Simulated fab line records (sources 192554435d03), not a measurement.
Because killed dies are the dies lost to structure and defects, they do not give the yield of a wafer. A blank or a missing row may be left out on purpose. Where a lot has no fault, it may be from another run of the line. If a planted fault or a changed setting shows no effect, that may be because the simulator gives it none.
Matching of chambers -- flow n5-finfet -- 4 sister chambers for N5_BEOL_M1_ETCHBACK_99 on rie-diel-03
The step etches SiO2 in CHF3, target depth 5 nm, time 10.4 s. 8 wafers are shown with their chamber, then 7 later ones without.

WAFERS PAIRED WITH THEIR CHAMBERS
wafer,chamber,showerhead-plenum-p-Torr (Torr),rf-vpp-V (V)
L717.3,1,2.15,236
L718.2,0,2.06,240
L720.1,1,2.15,239
L720.6,2,2.21,247
L726.2,0,2.06,243
L726.4,2,2.20,247
L734.2,3,2.13,238
L734.5,3,2.13,236

WAFERS WITH NO CHAMBER GIVEN
wafer,showerhead-plenum-p-Torr (Torr),rf-vpp-V (V)
L734.6,2.20,246
L739.1,2.13,237
L739.2,2.13,238
L739.5,2.13,238
L740.3,2.13,238
L740.4,2.13,237
L740.5,2.05,240

THE CHAMBER EACH PASSED THROUGH
wafer,from the rows above,in truth
L734.6,2,2
L739.1,3,3
L739.2,3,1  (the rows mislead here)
L739.5,3,3
L740.3,3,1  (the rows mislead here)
L740.4,3,3
L740.5,0,0
Correctly placed: 5 of 7. From these rows, 0 cannot be placed. 2 placed wrongly.
How it was worked out, from the rows above alone: a wafer's distance from a chamber is the root of the sum, over the readings, of the square of ((its reading less the chamber's mean) divided by the reading's scatter). If the next closest chamber is less than 2 further off than the closest, the wafer can't be placed; otherwise it belongs to the closest. For every chamber, the mean is computed from those of its wafers that are shown. The scatter: the root of (the sum of the squares of (reading less its chamber's mean) over the shown wafers, divided by (wafers less chambers)).
